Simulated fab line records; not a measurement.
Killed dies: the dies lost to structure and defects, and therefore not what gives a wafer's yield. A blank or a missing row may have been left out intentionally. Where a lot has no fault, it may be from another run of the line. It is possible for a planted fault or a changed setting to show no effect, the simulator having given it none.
Shared-tool check | flow nand harc | 11 lots, 33 wafers sampled

== REASON FOR OPENING ==
Flagged at NHARC_A_BONDPAD_THK_MEAS_20: reading thk nm, on 3 of 11 lots. Wafers without a fault read 169.4 nm, standard deviation 1.5.
Rule: a lot is flagged when every wafer of it that has a number lies more than 4 standard deviations from that mean, or none has a number. The other lots count as sound.

lot  | measured     | on            | thk nm (nm), wafer by wafer | flag
L693 | day 18 05:49 | film metro-01 | 172.0 170.9 171.5           |
L694 | day 18 06:11 | film metro-01 | 171.5 170.3 169.0           |
L697 | day 18 08:23 | film metro-02 | 172.4 168.1 168.6           |
L699 | day 20 01:24 | film metro-02 | 167.9 170.1 167.3           |
L702 | day 20 09:19 | film metro-02 | 397.7 402.8 404.8           | FLAGGED
L703 | day 20 11:38 | film metro-02 | 404.4 397.7 400.5           | FLAGGED
L706 | day 20 18:05 | film metro-01 | 403.1 401.0 402.5           | FLAGGED
L710 | day 22 02:24 | film metro-02 | 170.7 167.8 171.0           |
L708 | day 22 17:17 | film metro-02 | 170.7 172.2 170.5           |
L714 | day 23 18:16 | film metro-01 | 170.1 170.7 167.5           |
L715 | day 24 00:54 | film metro-02 | 171.6 168.5 169.6           |
Flagged lots average 401.6 nm: +232.2 nm relative to the usual, that is +99 or more standard deviations.

== WHICH TOOL RAN EACH LOT ==
The record holds 2 process steps before the reading, out of a route of 1159 steps. Each cell gives the tool, then ch followed by the chambers the sampled wafers passed through, then the start.
lot  | flag    | NHARC_A_BONDPAD_DEP_00          | NHARC_A_BONDPAD_CMP_19
L693 |         | pecvd-03 ch 0,1,2, day 18 01:58 | cmp-02 ch 0,1,2, day 18 05:32
L694 |         | pecvd-03 ch 1,2, day 18 02:22   | cmp-02 ch 2,3, day 18 05:53
L697 |         | pecvd-03 ch 0,1, day 18 04:29   | cmp-03 ch 1,2, day 18 08:06
L699 |         | pecvd-04 ch 1,2, day 19 20:47   | cmp-01 ch 0,2, day 20 01:06
L702 | FLAGGED | pecvd-04 ch 0,1,2, day 20 05:23 | cmp-01 ch 0,1,2, day 20 09:02
L703 | FLAGGED | pecvd-04 ch 0,2, day 20 07:50   | cmp-02 ch 0,1,3, day 20 11:22
L706 | FLAGGED | pecvd-04 ch 1,2, day 20 13:17   | cmp-02 ch 1,2, day 20 17:45
L710 |         | pecvd-03 ch 0,1, day 21 22:37   | cmp-01 ch 0,2,3, day 22 02:04
L708 |         | pecvd-04 ch 0,1,2, day 22 13:36 | cmp-01 ch 2,3, day 22 16:59
L714 |         | pecvd-04 ch 0,1,2, day 23 14:17 | cmp-01 ch 0,1,2, day 23 17:57
L715 |         | pecvd-02 ch 0,2, day 23 21:08   | cmp-01 ch 0,1,3, day 24 00:35
These steps, and what they do:
- NHARC_A_BONDPAD_DEP_00: deposits SiCN, target thk 250 nm.
- NHARC_A_BONDPAD_CMP_19: polishes, t overpolish 30 s, cu recess touch 16 s, target thk 169.8 nm.
- NHARC_A_BONDPAD_THK_MEAS_20: measures by xrf.

== FLAGGED AGAINST TOTAL, ONE TOOL AT A TIME (gauges that did the reading follow at the end) ==
step                        | tool          | lots run | flagged | share of the flagged lots | sound lots run after its first flagged lot
NHARC_A_BONDPAD_DEP_00      | pecvd-02      | 1        | 0       | none                      | -
NHARC_A_BONDPAD_DEP_00      | pecvd-03      | 4        | 0       | none                      | -
NHARC_A_BONDPAD_DEP_00      | pecvd-04      | 6        | 3       | all                       | 2 (L708,L714)
NHARC_A_BONDPAD_CMP_19      | cmp-01        | 6        | 1       | some                      | 4 (L710,L708,L714,L715)
NHARC_A_BONDPAD_CMP_19      | cmp-02        | 4        | 2       | some                      | 0
NHARC_A_BONDPAD_CMP_19      | cmp-03        | 1        | 0       | none                      | -
NHARC_A_BONDPAD_THK_MEAS_20 | film metro-01 | 4        | 1       | some                      | 1 (L714)
NHARC_A_BONDPAD_THK_MEAS_20 | film metro-02 | 7        | 2       | some                      | 3 (L710,L708,L715)

== WHAT THE TABLE ALLOWS ==
In the table, 1 row covers all flagged lots: pecvd-04 at NHARC_A_BONDPAD_DEP_00.
- pecvd-04 at NHARC_A_BONDPAD_DEP_00: 3 of its 6 lots flagged. After the first flagged lot (L708, L714), sound lots still ran on it; a lasting fault on the whole tool would not permit that.
No row of the table ran every flagged lot and no sound lot after the first.

== WHAT THE SIMULATOR HAD PUT IN ==
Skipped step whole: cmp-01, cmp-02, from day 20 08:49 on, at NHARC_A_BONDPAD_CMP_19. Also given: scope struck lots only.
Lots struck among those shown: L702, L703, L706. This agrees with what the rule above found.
